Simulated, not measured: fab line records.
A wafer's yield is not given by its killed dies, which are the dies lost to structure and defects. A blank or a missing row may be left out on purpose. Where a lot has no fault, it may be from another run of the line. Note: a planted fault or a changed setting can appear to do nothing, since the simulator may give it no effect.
Split-lot study | flow n5 finfet | 39 wafers read from 7 lots, route of 1938 steps

SPLIT DETAILS
At N5_BEOL_M14_DEP_53 (deposits SiCN from 3MS/NH3, target thk 50 nm, time 17.8 s), the setting time s was moved away from the recipe's 17.8 s on 15 of the 39 wafers read, by -38.3% to +22.8%. For the rest of the wafers, this setting stayed at what the recipe calls for.

The reading is taken at the split's own step.

THE READING
SiCN_of_BEOL_M14_DEP_53.thk nm (the simulator's own value, which no gauge read), in nm, at N5_BEOL_M14_DEP_53 (deposits SiCN from 3MS/NH3, target thk 50 nm, time 17.8 s). There is no usual value for it anywhere in the file. Average 50.4 nm, standard deviation 0.45 nm, over the 24 wafers here run with the recipe.

wafer  | tool, chamber at the split | time s as run, s | against the recipe | SiCN_of_BEOL_M14_DEP_53.thk nm, nm | against lot-mates on the recipe
L075.1 | pecvd-02, 2                | 17.8             | recipe             | 50                                 | -
L075.2 | pecvd-02, 1                | 21.86            | +22.8%             | 61                                 | +10.7
L075.3 | pecvd-02, 2                | 21.86            | +22.8%             | 62                                 | +11.7
L075.4 | pecvd-02, 1                | 17.8             | recipe             | 50.4                               | -
L075.5 | pecvd-02, 2                | 21.86            | +22.8%             | 61.6                               | +11.3
L075.6 | pecvd-02, 1                | 17.8             | recipe             | 50.6                               | -
L085.1 | pecvd-03, 1                | 21.04            | +18.2%             | 58.2                               | +8.0
L085.2 | pecvd-03, 2                | 21.04            | +18.2%             | 57.8                               | +7.6
L085.3 | pecvd-03, 0                | 17.8             | recipe             | 50                                 | -
L085.4 | pecvd-03, 2                | 17.8             | recipe             | 50.4                               | -
L085.5 | pecvd-03, 0                | 17.8             | recipe             | 50.2                               | -
L085.6 | pecvd-03, 1                | 21.04            | +18.2%             | 59                                 | +8.8
L084.1 | pecvd-04, 2,0              | 10.99            | -38.3%             | 31.6                               | -19.0
L084.3 | pecvd-04, 2,0              | 10.99            | -38.3%             | 31.6                               | -19.0
L084.2 | pecvd-04, 1                | 17.8             | recipe             | 50                                 | -
L084.4 | pecvd-04, 0                | 17.8             | recipe             | 51                                 | -
L084.5 | pecvd-04, 1                | 17.8             | recipe             | 50.8                               | -
L084.6 | pecvd-04, 2                | 10.99            | -38.3%             | 32                                 | -18.6
L087.1 | pecvd-03, 1                | 17.8             | recipe             | 49.4                               | -
L087.2 | pecvd-03, 0                | 17.8             | recipe             | 49.6                               | -
L087.3 | pecvd-03, 2                | 12.89            | -27.6%             | 36.2                               | -13.5
L087.4 | pecvd-03, 1,0              | 12.89            | -27.6%             | 36.4                               | -13.3
L087.6 | pecvd-03, 1,0              | 12.89            | -27.6%             | 36.4                               | -13.3
L087.5 | pecvd-03, 2                | 17.8             | recipe             | 50.2                               | -
L091.1 | pecvd-02, 0                | 17.8             | recipe             | 50.2                               | -
L091.4 | pecvd-02, 2                | 17.8             | recipe             | 51                                 | -
L091.5 | pecvd-02, 0                | 17.8             | recipe             | 51.2                               | -
L094.1 | pecvd-02, 2,1,1            | 21.36            | +20.0%             | 59.8                               | +9.2
L094.2 | pecvd-02, 2,1,1            | 21.36            | +20.0%             | 59.8                               | +9.2
L094.5 | pecvd-02, 2,1,1            | 21.36            | +20.0%             | 59.8                               | +9.2
L094.3 | pecvd-02, 0                | 17.8             | recipe             | 50                                 | -
L094.4 | pecvd-02, 2                | 17.8             | recipe             | 51.2                               | -
L094.6 | pecvd-02, 0                | 17.8             | recipe             | 50.6                               | -
L095.1 | pecvd-02, 0                | 17.8             | recipe             | 50.4                               | -
L095.2 | pecvd-02, 2,1              | 17.8             | recipe             | 50.2                               | -
L095.3 | pecvd-02, 2,1              | 17.8             | recipe             | 50.2                               | -
L095.4 | pecvd-02, 2,0              | 17.8             | recipe             | 50.6                               | -
L095.6 | pecvd-02, 2,0              | 17.8             | recipe             | 50.6                               | -
L095.5 | pecvd-02, 1                | 17.8             | recipe             | 50.8                               | -
If several chambers appear in one row, that row covers several wafers at once and the file leaves open which wafer was in which chamber.

FIT RESULTS
A straight line over all 39 wafers: SiCN_of_BEOL_M14_DEP_53.thk nm changes by +0.486 nm for each +1% of time s; r = +1.00; the points scatter about the line by 0.51 nm.
The same after taking each lot's own level away (the mean of its wafers on the recipe; 39 wafers): +0.483 nm for each +1%; r = +1.00; scatter 0.41 nm.
The reading moves by 18 nm for the largest change in time s, on that fit.
Measured against the standard deviation above, the lots' own levels, which go from 49.73 to 50.80 nm, span 2.3 times it.
Hence the lot-to-lot level has little effect on the slope; both slopes agree.
Check: with one of the wafers moved furthest among these (-38.3%) left out of the fit, the line predicts -18.5 nm for it against its lot-mates. It came out at -19 nm against them.

FURTHER SPLITS ON THESE WAFERS
Note: prior to the reading, these wafers also went through further splits. Each is held against what the fit with the lots' levels taken away leaves over:
other split on the same wafers           | wafers away from the commonest value | r with SiCN_of_BEOL_M14_DEP_53.thk nm (lot level and that fit taken away)
N5_BEOL_M5_TRENCH_ETCH_37 target depth a | 9                                    | -0.08
N5_BEOL_M7_ETCH_66 target depth a        | 15                                   | -0.05
N5_BEOL_M8_DESCUM_16 time s              | 12                                   | -0.12
N5_BEOL_M10_ALD_74 ald cycles            | 15                                   | +0.24

FILE'S OWN FIT
SiCN_of_BEOL_M14_DEP_53.thk nm changes by +0.483 nm for each +1% of time s, r = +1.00.
